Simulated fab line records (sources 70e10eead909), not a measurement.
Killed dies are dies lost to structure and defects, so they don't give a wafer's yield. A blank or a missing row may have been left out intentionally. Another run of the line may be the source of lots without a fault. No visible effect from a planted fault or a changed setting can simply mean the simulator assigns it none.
Which tool is to blame?	flow nand-harc	12 lots with 36 wafers sampled at 2 steps, on a route of 1302 steps

## WHAT EACH GAUGE READ, for each wafer
NHARC_A_ONON_D1_THK_MEAS_34: measures by ellipsometry.
lot	measured	on	thk-nm (nm)
L075	day 8 20:16	film-metro-02	196.9 199.6 201.5
L077	day 9 23:01	film-metro-02	198.0 198.5 200.9
L079	day 10 10:02	film-metro-02	198.1 202.1 201.5
L081	day 11 10:09	film-metro-02	196.2 200.6 199.6
L084	day 12 06:16	film-metro-01	194.4 201.3 199.4
L085	day 12 21:52	film-metro-02	200.2 200.7 203.0
L087	day 14 07:58	film-metro-01	196.4 199.8 200.7
L089	day 14 08:19	film-metro-01	201.9 201.0 199.3
L091	day 15 10:19	film-metro-01	199.1 203.9 205.1
L093	day 16 00:50	film-metro-01	195.2 198.0 195.4
L095	day 17 00:21	film-metro-01	201.4 204.4 200.3
L097	day 17 20:50	film-metro-02	195.0 202.5 203.2

## EACH LOT AND THE TOOL THAT RAN IT (in order: tool; ch and the chambers of the sampled wafers; start)
lot	NHARC_A_ZERO_WELL_DESCUM_12
L075	rie-diel-06 ch 0,3, day 7 08:12
L077	rie-diel-06 ch 1,3, day 8 09:56
L079	rie-diel-13 ch 1,2, day 8 21:16
L081	rie-diel-13 ch 1,2,3, day 9 18:49
L084	rie-diel-06 ch 1,2, day 10 18:48
L085	rie-diel-11 ch 0,1,2, day 11 06:52
L087	rie-diel-06 ch 1,2, day 12 20:56
L089	rie-diel-06 ch 0,2, day 12 23:22
L091	rie-diel-11 ch 1,2,3, day 13 22:11
L093	rie-diel-13 ch 1,2, day 14 13:55
L095	rie-diel-06 ch 2,3, day 15 13:38
L097	rie-diel-06 ch 0,2,3, day 16 06:28
- NHARC_A_ZERO_WELL_DESCUM_12: chemistry O2, time 3 s.

## THE ANSWER, worked out from the rows above alone
Rule: the usual values come from the lots themselves. Put in order of their means at a reading, lots are off if they are a third of the lots or fewer, leave a main group of 4 or more, and stand apart from it by a gap of 3 or more times the standard deviation of the main group's means; of several such gaps the widest counts. A main group whose means are all the same, to the digits that the tables above print for the reading, isn't used. A lot without any number at a reading at which 4 lots or more have one is off too. The other lots that the step has rows for count as sound.
No lot is off on any of the readings shown, so nothing can be concluded from this.

## WHAT THE SIMULATOR HAD INSERTED
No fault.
